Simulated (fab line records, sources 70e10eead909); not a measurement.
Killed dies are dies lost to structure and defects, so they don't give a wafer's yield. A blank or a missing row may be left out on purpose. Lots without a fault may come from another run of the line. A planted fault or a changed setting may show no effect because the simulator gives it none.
fab line records | flow nand_harc
record lots=14 wafers=42 last_day=24
route steps=1159 shown P_BONDPAD@377 A_ZERO_WELL@403
lots that met no fault: from a run of the same line without faults
start_h: hours from the record's first day to the start of the lot's first wafer shown | wait_h: hours since the lot's step before | " the same as in the row above | L1.1+2: a row that stands for several wafers | - no value, or no start given | * or withheld: withheld | < > ~ a bound
route shown NAME@n: a module of which the file shows steps, and the number in the route of the first | usual: mean/standard deviation of fault-free wafers | same: alike in all rows | chamber/n: place in a boat | sites: the reading at each site | _std_site: their standard deviation | _edge_site: outer sites' mean less inner sites' | radius_mm: how far each site lies from the wafer's centre | mask NAME#n: copy n | behind: the tool/chamber that last shaped the wafer | hold: why the lot was held/for how many hours/how that ended | device: the transistor (n, p or np) that didn't switch | end of line: the same wafers' tests at the end of the route | a step without rows: its recipe alone | killed: dies lost to structure and defects at the first sort, not the wafer's yield | map: a wafer's dies, x killed, . not, _ none there
set.NAME: the setting as run; set.NAME@STEP: as run at that earlier step | model.NAME: the simulator's own value behind a step, which no gauge read
steps of the route over a sample of lots; a table a step, a row a wafer
services: from which hour (start_h, from the record's first day; less than 0 if before it) a tool's chamber was out of use, for how many hours, and why
## steps
# step NHARC_P_BONDPAD_PVD_27
# recipe target_thk_a=300 chamber_pressure_pa=5 power_w=5000 substrate_temp_c=30 time_s=20.49 material=Cu
# usual substrate_temp_c=30.01/0.11 throttle_valve_pct=30.1/1.2
# same time_s=20.49
# columns lot.wafer tool chamber start_h wait_h substrate_temp_c throttle_valve_pct
L953.1 pvd_sputter-02 - - - 30.02 32.7
L953.2 " - " " 30.04 31.6
L953.5 " - " " 29.94 32.5
L955.4 pvd_sputter-01 - - - 29.85 30.8
L955.2 " - " " 29.99 28.4
L955.5 " - " " 29.93 30.8
L956.4 pvd_sputter-01 - - - 29.96 31.1
L956.3 " - " " 30.00 30.8
L956.6 " - " " 29.96 31.0
L958.2 pvd_sputter-02 - - - 30.26 32.5
L958.3 " - " " 30.15 28.9
L958.6 " - " " 30.21 29.5
L959.2 pvd_sputter-02 - - - 29.96 28.7
L959.4 " - " " 30.12 29.6
L959.6 " - " " 29.83 31.2
L962.3 pvd_sputter-03 - - - 30.07 30.6
L962.1 " - " " 29.95 28.1
L962.5 " - " " 30.05 30.2
L963.2 pvd_sputter-02 - - - 30.05 28.9
L963.1 " - " " 30.15 29.4
L963.6 " - " " 30.07 31.5
L961.3 pvd_sputter-03 - - - 30.03 29.9
L961.1 " - " " 29.83 30.1
L961.5 " - " " 29.98 30.0
L966.4 pvd_sputter-01 - - - 29.97 30.5
L966.2 " - " " 30.13 30.5
L966.5 " - " " 29.87 28.8
L965.1 pvd_sputter-03 - - - 29.98 30.2
L965.4 " - " " 29.85 30.1
L965.6 " - " " 30.20 30.0
L972.2 pvd_sputter-02 - - - 30.17 28.5
L972.1 " - " " 30.08 31.6
L972.6 " - " " 30.11 30.3
L973.4 pvd_sputter-01 - - - 30.03 30.2
L973.1 " - " " 30.05 30.4
L973.6 " - " " 30.05 28.9
L975.2 pvd_sputter-01 - - - 30.12 30.2
L975.4 " - " " 30.01 30.6
L975.5 " - " " 29.94 28.8
L976.4 pvd_sputter-02 - - - 30.07 30.2
L976.2 " - " " 30.01 31.6
L976.6 " - " " 29.93 30.3
# step NHARC_P_BONDPAD_ANNEAL_28
# recipe temp_c=225 time_s=90
# usual anneal_temp_c=225.00/0.18 wafer_temp_C_max=226.0/0.32
# same time_s=90
# columns lot.wafer tool chamber start_h wait_h anneal_temp_c wafer_temp_C_max
L953.1 rtp_anneal-01 0 132.87 0.3 224.98 225.8
L953.2 " 0 " " 225.37 225.5
L953.5 " 0 " " 225.28 226.0
L955.2 rtp_anneal-02 0 146.64 - 224.70 226.0
L955.4 " 0 " " 224.73 226.0
L955.5 " 0 " " 224.70 226.1
L956.3 rtp_anneal-01 0 147.17 - 225.22 226.4
L956.4 " 0 " " 225.14 226.5
L956.6 " 0 " " 224.89 226.7
L958.2 rtp_anneal-01 0 163.82 - 225.08 226.2
L958.3 " 0 " " 225.04 225.8
L958.6 " 0 " " 225.29 226.5
L959.2 rtp_anneal-02 0 166.82 0.3 224.67 225.7
L959.4 " 0 " " 225.09 225.6
L959.6 " 0 " " 225.00 225.5
L962.1 rtp_anneal-02 0 181.95 - 225.12 225.7
L962.3 " 0 " " 225.10 226.1
L962.5 " 0 " " 224.86 225.8
L963.1 rtp_anneal-01 0 182.26 0.3 225.30 226.1
L963.2 " 0 " " 225.34 226.4
L963.6 " 0 " " 224.92 226.2
L961.1 rtp_anneal-01 0 183.21 0.3 224.88 225.9
L961.3 " 0 " " 224.97 226.1
L961.5 " 0 " " 225.03 226.1
L966.2 rtp_anneal-01 0 208.51 0.3 224.86 225.9
L966.4 " 0 " " 224.99 226.3
L966.5 " 0 " " 224.76 226.1
L965.1 rtp_anneal-02 0 209.65 - 224.89 225.7
L965.4 " 0 " " 224.72 225.9
L965.6 " 0 " " 224.91 226.1
L972.1 rtp_anneal-01 0 237.39 0.3 224.95 226.8
L972.2 " 0 " " 225.09 226.2
L972.6 " 0 " " 224.87 226.3
L973.1 rtp_anneal-02 0 260.28 0.3 224.92 226.2
L973.4 " 0 " " 225.03 225.9
L973.6 " 0 " " 225.06 225.9
L975.2 rtp_anneal-01 0 262.53 - 225.28 226.6
L975.4 " 0 " " 224.77 226.3
L975.5 " 0 " " 225.16 226.1
L976.2 rtp_anneal-01 0 263.13 - 224.83 226.1
L976.4 " 0 " " 224.79 225.8
L976.6 " 0 " " 224.87 225.9
# step NHARC_A_ZERO_WELL_DESCUM_12
# recipe time_s=3 o2_flow_sccm=200 ar_flow_sccm=0 bias_power_w=0 chemistry=O2
# usual chamber_pressure_mTorr=60.00/0.059 drypump_motor_current_A=5.8/0.48 oes_product_au=1.000/0.012 rf_vpp_V=58.0/0.95 showerhead_plenum_p_Torr=1.93/0.06 throttle_valve_pct=11.312/0.0098
# same time_s=3
# columns lot.wafer tool chamber start_h wait_h chamber_pressure_mTorr drypump_motor_current_A oes_product_au rf_hours_counter_h rf_vpp_V showerhead_plenum_p_Torr throttle_valve_pct
L953.1 rie_diel-07 0 135.24 - 60.11 6.2 1.014 4 57.9 1.80 11.307
L953.2 " 2 " " 60.02 5.3 1.002 6 57.9 1.98 11.331
L953.5 " 0 " " 59.99 6.2 1.016 - 57.8 1.80 11.321
L955.2 rie_diel-07 2 149.04 - 60.06 5.3 1.011 6 58.1 1.98 11.299
L955.4 " 1 " " 59.93 6.7 0.989 - 57.6 1.90 11.310
L955.5 " 3 " " 60.01 6.2 0.989 - 58.2 1.92 11.309
L956.3 rie_diel-06 1 149.44 - 59.89 5.2 0.993 4 56.7 1.95 11.292
L956.4 " 3 " " 60.02 5.8 0.977 5 57.5 1.95 11.310
L956.6 " 1 " " 59.93 5.3 0.989 - 58.1 1.95 11.307
L958.2 rie_diel-08 3 166.20 - 59.97 6.3 0.994 4 58.3 2.01 11.315
L958.3 " 0 " " 59.92 5.9 1.004 4 56.4 1.98 11.317
L958.6 " 1 " " 60.07 5.1 1.010 - 58.1 1.90 11.304
L959.2 rie_diel-06 3 169.22 - 59.99 5.9 0.979 6 58.7 1.95 11.305
L959.4 " 1 " " 60.00 5.3 0.998 6 57.1 1.95 11.301
L959.6 " 0 " " 60.03 5.8 1.001 - 57.5 1.82 11.333
L962.3 rie_diel-08 0 184.39 - 60.01 5.9 1.003 5 59.1 1.98 11.315
L962.1 " 1 " " 60.13 5.1 1.003 5 57.9 1.90 11.307
L962.5 " 0 " " 60.04 5.9 0.997 - 58.5 1.98 11.327
L963.1 rie_diel-07 2 184.64 - 60.03 5.3 1.020 9 58.8 1.97 11.311
L963.2 " 0 " " 60.10 6.2 1.006 8 58.3 1.80 11.305
L963.6 " 3 " " 59.93 6.2 0.983 - 57.5 1.92 11.312
L961.3 rie_diel-06 1 185.48 - 60.05 5.3 1.007 7 56.6 1.95 11.288
L961.1 " 2 " " 59.99 5.3 1.013 8 57.1 1.97 11.308
L961.5 " 3 " " 59.94 5.9 0.987 - 58.7 1.95 11.309
L966.4 rie_diel-08 1 210.80 - 60.08 5.1 1.000 8 57.2 1.89 11.322
L966.2 " 2 " " 60.07 6.3 0.991 8 57.9 1.86 11.301
L966.5 " 1 " " 60.06 5.1 1.000 - 57.0 1.90 11.312
L965.1 rie_diel-06 2 212.04 - 60.01 5.3 1.022 10 58.6 1.97 11.317
L965.6 " 3 " " 59.98 5.9 0.986 - 57.6 1.95 11.296
L965.4 " 1 " " 60.08 5.2 0.998 - 58.2 1.95 11.308
L972.1 rie_diel-08 3 239.77 - 60.06 6.3 0.996 10 57.7 2.01 11.303
L972.2 " 0 " " 60.00 5.9 0.988 10 60.4 1.98 11.313
L972.6 " 3 " " 60.04 6.3 0.992 - 58.7 2.01 11.323
L973.4 rie_diel-08 1 262.62 - 60.05 5.1 1.006 13 58.2 1.89 11.307
L973.1 " 2 " " 60.08 6.3 0.986 13 57.8 1.85 11.305
L973.6 " 1 " " 59.98 5.2 1.006 - 58.4 1.89 11.304
L975.2 rie_diel-08 3 264.89 - 59.92 6.2 0.990 12 59.2 2.00 11.312
L975.4 " 1 " " 59.99 5.1 1.003 13 59.1 1.89 11.298
L975.5 " 0 " " 60.00 5.9 1.000 - 58.6 1.98 11.335
L976.4 rie_diel-08 2 265.50 - 60.13 6.3 0.977 13 57.3 1.85 11.315
L976.2 " 3 " " 59.97 6.3 0.992 12 57.2 2.01 11.329
L976.6 " 2 " " 60.06 6.3 0.975 - 58.3 1.85 11.321
# step NHARC_A_ZERO_WELL_RTA_16
# recipe temp_c=1000 time_s=10
# usual anneal_temp_c_max=1004.5/1.2 lamp_power_pct=30.49/0.1 time_s=10/0 wafer_temp_C_max=1004.4/1.3
# columns lot.wafer tool chamber start_h wait_h anneal_temp_c_max lamp_power_pct time_s wafer_temp_C_max
L953.1 rtp_anneal-02 0 136.36 - 1005.3 30.37 10 1003.7
L953.2 " 0 " " 1005.0 30.41 10 1002.7
L953.5 " 0 " " 1005.4 30.42 10 1004.2
L955.2 rtp_anneal-01 0 150.21 - 1004.3 30.59 10 1004.5
L955.4 " 0 " " 1005.2 30.65 10 1008.6
L955.5 " 0 " " 1003.4 30.54 10 1005.2
L956.3 rtp_anneal-01 0 150.65 0.2 1003.8 30.62 10 1007.6
L956.4 " 0 " " 1004.6 30.58 10 1005.6
L956.6 " 0 " " 1004.0 30.64 10 1005.2
L958.2 rtp_anneal-02 0 167.41 - 1004.8 30.43 10 1003.8
L958.3 " 0 " " 1005.7 30.44 10 1004.4
L958.6 " 0 " " 1005.8 30.39 10 1004.2
L959.2 rtp_anneal-02 0 170.53 0.3 1005.1 30.41 10 1003.8
L959.4 " 0 " " 1004.7 30.44 10 1003.4
L959.6 " 0 " " 1004.0 30.36 10 1003.2
L962.1 rtp_anneal-01 0 185.57 0.1 1003.8 30.62 10 1004.7
L962.3 " 0 " " 1004.8 30.64 10 1007.1
L962.5 " 0 " " 1004.0 30.57 10 1006.0
L963.1 rtp_anneal-01 0 185.78 - 1002.7 30.57 10 1006.1
L963.2 " 0 " " 1003.0 30.58 10 1005.5
L963.6 " 0 " " 1004.6 30.57 10 1003.8
L961.1 rtp_anneal-02 0 186.69 0.1 1006.5 30.45 10 1003.9
L961.3 " 0 " " 1007.7 30.39 10 1003.1
L961.5 " 0 " " 1004.9 30.42 10 1003.4
L966.2 rtp_anneal-01 0 211.97 0.1 1003.2 30.59 10 1005.2
L966.4 " 0 " " 1005.3 30.61 10 1005.1
L966.5 " 0 " " 1003.6 30.62 10 1006.4
L965.1 rtp_anneal-02 0 213.15 - 1005.2 30.35 10 1004.3
L965.4 " 0 " " 1003.6 30.44 10 1003.3
L965.6 " 0 " " 1004.9 30.38 10 1002.3
L972.1 rtp_anneal-01 - 240.88 - - - - -
L972.2 " - " " - - - -
L972.6 " - " " - - - -
L973.1 rtp_anneal-02 - 263.73 - - - - -
L973.4 " - " " - - - -
L973.6 " - " " - - - -
L975.2 rtp_anneal-01 0 266.06 0.1 1004.1 30.58 10 1006.6
L975.4 " 0 " " 1003.4 30.54 10 1004.8
L975.5 " 0 " " 1004.2 30.56 10 1005.5
L976.2 rtp_anneal-02 0 266.73 - 1006.1 30.44 10 1003.2
L976.4 " 0 " " 1005.4 30.38 10 1003.1
L976.6 " 0 " " 1005.2 30.37 10 1002.8
## services
# columns tool chamber start_h hours kind
rie_diel-08 1 108.66 7.9 repair
rie_diel-08 3 109.85 9.1 repair
rie_diel-07 0 121.08 6.4 repair
rie_diel-08 - 124.80 9.0 pm
rie_diel-08 1 134.74 5.1 repair
rie_diel-08 - 140.42 0.7 repair
rie_diel-07 0 141.76 7.9 repair
pvd_sputter-02 - 143.62 3.0 repair
pvd_sputter-03 - 160.72 0.7 repair
rie_diel-08 2 160.91 5.5 repair
pvd_sputter-03 - 163.43 1.7 repair
rie_diel-07 3 166.19 1.4 repair
pvd_sputter-01 - 167.55 5.1 repair
rie_diel-06 0 181.77 7.6 repair
rie_diel-08 3 194.34 1.6 repair
rie_diel-06 0 203.89 15.4 repair
rie_diel-06 - 204.17 0.2 repair
rie_diel-07 0 205.01 4.2 repair
pvd_sputter-02 - 214.00 10.0 pm
rie_diel-07 - 228.20 9.0 pm
rie_diel-08 0 231.52 3.8 repair
pvd_sputter-03 - 234.53 9.4 repair
rie_diel-08 3 241.07 3.1 repair
rie_diel-06 - 241.20 9.0 pm
## key
first_sign step=NHARC_A_ZERO_WELL_RTA_16 reading=tool_record direction=missing
effect none on later readings
met_at NHARC_A_ZERO_WELL_RTA_16
struck_lots L972,L973
later_rows_left_out L972.1,L972.2,L972.6,L973.1,L973.4,L973.6
sort_left_out L972.1,L972.2,L972.6,L973.1,L973.4,L973.6
tester_left_out L972,L973
not_acting_at NHARC_P_BONDPAD_PVD_27,NHARC_P_BONDPAD_ANNEAL_28,NHARC_A_ZERO_WELL_DESCUM_12
onset_between 213.15 240.88
fault kind=skipped_step_whole tool=rtp_anneal-01,rtp_anneal-02 chamber=- onset_h=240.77 steps=NHARC_A_ZERO_WELL_RTA_16 scope=struck_lots_only
# tester_left_out: of these lots the tester's yield and bins aren't shown, on N5 and GAA mostly nor the transistor test; their killed dies are dies lost to structure and defects alone, not to doping, threshold or leakage, so they don't give the yield
# sort_left_out: the simulated sort isn't trusted on such a fault, so these wafers' sort isn't shown, and their yield isn't known
# later_rows_left_out: the simulator's readings of these wafers behind a module that went badly wrong aren't trusted and aren't shown, but for the sort
